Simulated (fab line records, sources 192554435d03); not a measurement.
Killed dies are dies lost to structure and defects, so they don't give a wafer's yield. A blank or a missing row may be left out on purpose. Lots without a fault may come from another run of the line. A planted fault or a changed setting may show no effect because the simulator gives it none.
One fault seen from 2 desks | flow n5_finfet | each desk has only its own numbers; what lay behind them comes last

THE TOOL OWNER'S DESK: rie_diel-05
The tool's own readings at N5_FIN_SAQP_HM_OPEN_73 (chemistry CHF3/O2, target SiO2, stops on a-Si, target depth 12 nm, time 16.8 s): means of the sampled wafers that have a number, for each lot that ran on this tool. A lot is out of limits, marked OUT, if its mean lies more than 4 standard deviations from the usual mean; the brackets give that distance.
Columns: A = drypump_motor_current_A at N5_FIN_SAQP_HM_OPEN_73, usual 5.8 A; B = oes_f_703_au at N5_FIN_SAQP_HM_OPEN_73, usual 0.77 a.u.; C = oes_product_au at N5_FIN_SAQP_HM_OPEN_73, usual 0.46 a.u.; D = rf_vpp_V at N5_FIN_SAQP_HM_OPEN_73, usual 521 V; E = showerhead_plenum_p_Torr at N5_FIN_SAQP_HM_OPEN_73, usual 2.44 Torr; F = throttle_valve_pct at N5_FIN_SAQP_HM_OPEN_73, usual 18.76 %
lot  | first seen here | A   | B    | C    | D   | E    | F
L556 | day 3 10:19     | 5.9 | 0.75 | 0.45 | 520 | 2.42 | 18.83
L563 | day 5 07:35     | 5.7 | 0.74 | 0.41 | 518 | 2.41 | 18.91
L564 | day 5 10:35     | 5.9 | 0.73 | 0.42 | 518 | 2.40 | 18.89
L565 | day 5 17:01     | 5.3 | 0.74 | 0.41 | 519 | 2.43 | 18.89
This desk's finding: nothing out of limits on any of the 4 lots.

THE METROLOGY DESK
What the gauges read, lot by lot, whatever tool the lot ran on: means of the sampled wafers that have a number. A lot is out of limits, marked OUT, if its mean lies more than 4 standard deviations from the usual mean; the brackets give that distance. Of its 10 readings 7 are shown: those that lie furthest out on some lot.
Columns: A = DIBL_N at N5_BEOL_M4_RC_MEAS_101, usual 36.3 mV/V; B = DIBL_P at N5_BEOL_M4_RC_MEAS_101, usual 35.7 mV/V; C = IOFF_P at N5_BEOL_M4_RC_MEAS_101, usual 0.204 nA/um; D = ION_N at N5_BEOL_M4_RC_MEAS_101, usual 671 uA/um; E = SS_N at N5_BEOL_M4_RC_MEAS_101, usual 71.5 mV/dec; F = SS_P at N5_BEOL_M4_RC_MEAS_101, usual 73.1 mV/dec; G = VT_P at N5_BEOL_M4_RC_MEAS_101, usual -251 mV
lot  | first seen here | A    | B    | C     | D   | E    | F    | G
L556 | day 9 17:49     | 38.5 | 37.1 | 0.231 | 672 | 72.6 | 73.5 | -248
L563 | day 11 07:37    | 34.8 | 32.8 | 0.164 | 672 | 71.4 | 73.3 | -257
L564 | day 11 13:05    | 36.3 | 34.0 | 0.169 | 671 | 71.3 | 73.1 | -255
L565 | day 11 15:51    | 39.1 | 37.3 | 0.226 | 675 | 72.2 | 74.2 | -249
L569 | day 12 21:16    | 36.5 | 36.7 | 0.207 | 660 | 71.6 | 72.9 | -251
This desk's finding: nothing out of limits on any of the 5 lots.

PUT TOGETHER
The tool owner's desk saw nothing out of limits.
The metrology desk saw nothing out of limits.

WHAT THE SIMULATOR HAD PUT IN
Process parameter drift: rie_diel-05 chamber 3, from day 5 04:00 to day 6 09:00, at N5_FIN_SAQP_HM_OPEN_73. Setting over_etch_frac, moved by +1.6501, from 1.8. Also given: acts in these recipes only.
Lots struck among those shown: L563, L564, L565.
